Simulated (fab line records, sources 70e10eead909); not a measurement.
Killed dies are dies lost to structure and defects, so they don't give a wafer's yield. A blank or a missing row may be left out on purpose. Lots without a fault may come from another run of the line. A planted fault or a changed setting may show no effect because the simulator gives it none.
A struck lot beside a sound one | flow nand_harc | 13 steps out of a route of 1159
Sound: wafers L304.2, L304.4, L304.6. Struck: wafers L309.1, L309.4, L309.5. The cause comes at the end.
At each step with rows: each side's tool, then ch and its chambers, then its first start. Under that, the readings that differ: sound wafers | struck wafers | difference of the means | sigmas: that difference in standard deviations of wafers without a fault.
alike: readings whose means differ by less than 2 such deviations, and words and numbers that are the same on both sides. not compared: withheld readings, readings that some wafer has no value for, bounds like >300 that may hide the same value, and numbers for which the record gives no deviation and whose values overlap.
The two part at a step that has a row with sigmas, a row that says differs or no value, or rows on one side only. Numbers that don't overlap but have no deviation are shown without sigmas and don't part them. A reading that every wafer of one side lacks parts them only if that side has two wafers or more.

first, 1 step without rows for these wafers: NHARC_A_WL_FILL_ANNEAL_08 (time 1800 s).
NHARC_A_WL_FILL_ALD_10: deposits SiO2, target thk 50 nm, pulse time 10 s, ald cycles 500.
  sound on ald_hk-01 ch 2,3, day 17 13:15; struck on ald_hk-02 ch 0,1,3, day 18 08:03
  alike: heater_power_outer_w, heater_power_w, precursor_pulse_height_rel
then, 1 step without rows for these wafers: NHARC_A_WL_FILL_ETCHBACK_16 (etches the open film in C4F8/O2/Ar, target depth 88 nm, time 17.6 s).
NHARC_A_WL_FILL_STRIP_29: strips in O2, time 20 s.
  sound on rie_diel-09 ch 2,3, day 17 17:28; struck on rie_diel-07 ch 1,2,3, day 18 12:46
  alike: chamber_pressure_mTorr, drypump_motor_current_A, mfc_ar_sccm, oes_product_au, rf_vpp_V, showerhead_plenum_p_Torr, throttle_valve_pct
  not compared: rf_hours_counter_h
NHARC_A_WL_FILL_ETCHBACK_17: etches the open film in Cl2/BCl3, target depth 4 nm, time 26.7 s.
  sound on rie_metal-01 ch 0,1, day 17 17:33; struck on rie_metal-02 ch 0,1, day 18 12:50
  alike: chamber_pressure_mTorr, drypump_motor_current_A, oes_product_au
  not compared: rf_hours_counter_h
then, 3 steps without rows for these wafers: NHARC_A_WL_FILL_PRECLEAN_18 (cleans in dHF, time 30 s); NHARC_A_WL_FILL_SRD_21; NHARC_A_WL_FILL_CVD_23 (deposits poly-Si, target thk 40 nm, time 800 s).
NHARC_A_WL_FILL_ETCHBACK_26: etches the open film in HBr, target depth 52 nm, time 13.3 s.
  sound on rie_si-03 ch 0,1,3, day 17 22:57; struck on rie_si-06 ch 0,2, day 18 17:53
  alike: bias_w, chamber_pressure_mTorr, drypump_motor_current_A, oes_product_au, throttle_valve_pct
  not compared: rf_hours_counter_h
then, 2 steps without rows for these wafers: NHARC_A_WL_FILL_PRECLEAN_30 (cleans in dHF, time 10 s); NHARC_A_WL_FILL_SRD_14.
NHARC_A_WL_FILL_ALD_19: deposits TiN, target thk 2 nm, pulse time 3 s, ald cycles 100.
  sound on ald_metal-01 ch 2,3, day 17 23:14; struck on ald_metal-01 ch 0,3, day 18 18:09
  no value came back on the struck wafers for ald_cycles, heater_power_outer_w (W), heater_power_w (W), precursor_pulse_height_rel; on the sound wafers ald_cycles reads 100 100 100
NHARC_A_WL_FILL_CVD_20: deposits W, target thk 75 nm, time 5064 s.
  sound on cvd_w-02 ch 1; struck on cvd_w-01 ch 1
  reading                | sound          | struck         | difference | sigmas
  throttle_valve_pct (%) | 7.74 7.62 7.60 | 8.16 8.05 8.24 | +0.50      | +2
  alike: heater_power_outer_w, heater_power_w, mfc_ar_sccm, mfc_h2_sccm

WHERE THEY PART
First at NHARC_A_WL_FILL_ALD_19; last, within this record, at NHARC_A_WL_FILL_CVD_20.

WHY: what the simulator had put in
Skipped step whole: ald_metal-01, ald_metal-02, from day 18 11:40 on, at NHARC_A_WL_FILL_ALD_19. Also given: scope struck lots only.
